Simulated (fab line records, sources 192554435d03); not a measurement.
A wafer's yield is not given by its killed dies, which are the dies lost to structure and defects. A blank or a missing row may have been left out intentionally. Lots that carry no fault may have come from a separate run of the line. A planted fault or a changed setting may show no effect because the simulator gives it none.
The same fault as seen by 3 desks    flow n5Finfet    each desk has only its own numbers; what lay behind them comes last

## AT THE TOOL OWNER'S DESK: rieDiel-01
The tool's own readings at N5_HKMG_FIN_ETCH_35 (etches SOC in N2/H2, target depth 215.8 nm, time 243.4 s): means of the sampled wafers that have a number, for each lot that ran on this tool. Marked OUT: a lot whose mean sits more than 4 standard deviations from the usual mean, which makes it out of limits; the brackets give that distance.
Columns: A = biasW at N5_HKMG_FIN_ETCH_35, usual 5.000 W; B = drypumpMotorCurrentA at N5_HKMG_FIN_ETCH_35, usual 5.8 A; C = oesProductAu at N5_HKMG_FIN_ETCH_35, usual 0.81 a.u.; D = rfVppV at N5_HKMG_FIN_ETCH_35, usual 141.8 V; E = showerheadPlenumPTorr at N5_HKMG_FIN_ETCH_35, usual 2.55 Torr; F = throttleValvePct at N5_HKMG_FIN_ETCH_35, usual 17.9 %
lot   first seen here  A                 B    C     D      E     F
L131  day 5 17:22      5.004             5.8  0.78  142.2  2.63  17.9
L137  day 7 01:53      5.155 (+10) OUT   5.7  0.83  144.7  2.58  18.2
L138  day 7 03:43      5.092 (+6.1) OUT  5.6  0.83  142.7  2.57  18.0
This desk finds L137, L138 out of limits, L137 being first, at day 7 01:53 (biasW at N5_HKMG_FIN_ETCH_35). L131 stayed within limits.

## THE DEFECT DESK
Lot by lot, what the route's inspections counted, given as the mean of those sampled wafers with a number. Marked OUT: a lot whose mean sits more than 4 standard deviations from the usual mean, which makes it out of limits; the brackets give that distance.
Columns: A = rawDefectCount at N5_HKMG_FIN_INSPECT_14, usual 2.3
lot   first seen here  A
L131  day 5 16:56      3.0
L133  day 5 23:58      2.0
L137  day 7 00:56      2.5
L138  day 7 03:19      2.0
L143  day 8 11:51      2.0
L147  day 9 11:32      3.3
This desk's verdict: no lot among the 6 shows anything out of limits.

## METROLOGY DESK
Lot by lot, what the gauges showed, no matter which tool ran the lot: averages of those sampled wafers that carry a number. Marked OUT: a lot whose mean sits more than 4 standard deviations from the usual mean, which makes it out of limits; the brackets give that distance. Readings shown: 7 of its 12, picked as those furthest out on some lot.
Columns: A = cdNm at N5_HKMG_FIN_CD_MEAS_12, usual 92.7 nm; B = IOFF_N at N5_BEOL_M4_RC_MEAS_101, usual 0.157 nA/um; C = IOFF_P at N5_BEOL_M4_RC_MEAS_101, usual 0.22 nA/um; D = ION_N at N5_BEOL_M4_RC_MEAS_101, usual 675 uA/um; E = ION_P at N5_BEOL_M4_RC_MEAS_101, usual 465 uA/um; F = VT_N at N5_BEOL_M4_RC_MEAS_101, usual 249.8 mV; G = VT_P at N5_BEOL_M4_RC_MEAS_101, usual -249 mV
lot   first seen here  A     B      C     D    E    F      G
L131  day 5 16:52      92.0  0.142  0.20  670  463  251.4  -252
L133  day 5 23:55      92.9  0.169  0.20  676  458  247.1  -249
L137  day 7 00:52      93.3  0.149  0.17  672  454  251.0  -255
L138  day 7 03:16      92.3  0.179  0.25  688  473  246.2  -246
L143  day 8 11:48      92.8  0.155  0.24  682  471  249.9  -247
L147  day 9 11:29      92.3  0.162  0.24  680  471  249.2  -246
This desk's verdict: no lot among the 6 shows anything out of limits.

## TAKEN TOGETHER
The tool owner's desk could have raised an alarm at day 7 01:53, on L137, L138.
No out-of-limits result turned up at the defect desk.
From the metrology desk's view, nothing was out of limits.
The defect desk has L137, L138 on record, within its limits.
The metrology desk has L137, L138 on record, within its limits.
Of the lots named, all ran N5_HKMG_FIN_ETCH_35 on rieDiel-01.

## WHAT HAD BEEN PUT IN BY THE SIMULATOR
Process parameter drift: rieDiel-01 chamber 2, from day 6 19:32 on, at N5_HKMG_FIN_ETCH_35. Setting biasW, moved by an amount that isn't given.
Struck lots among those shown: L137, L138.
How many hours passed from the start of the fault until each desk's first out-of-limits reading: the tool owner's desk, 6.
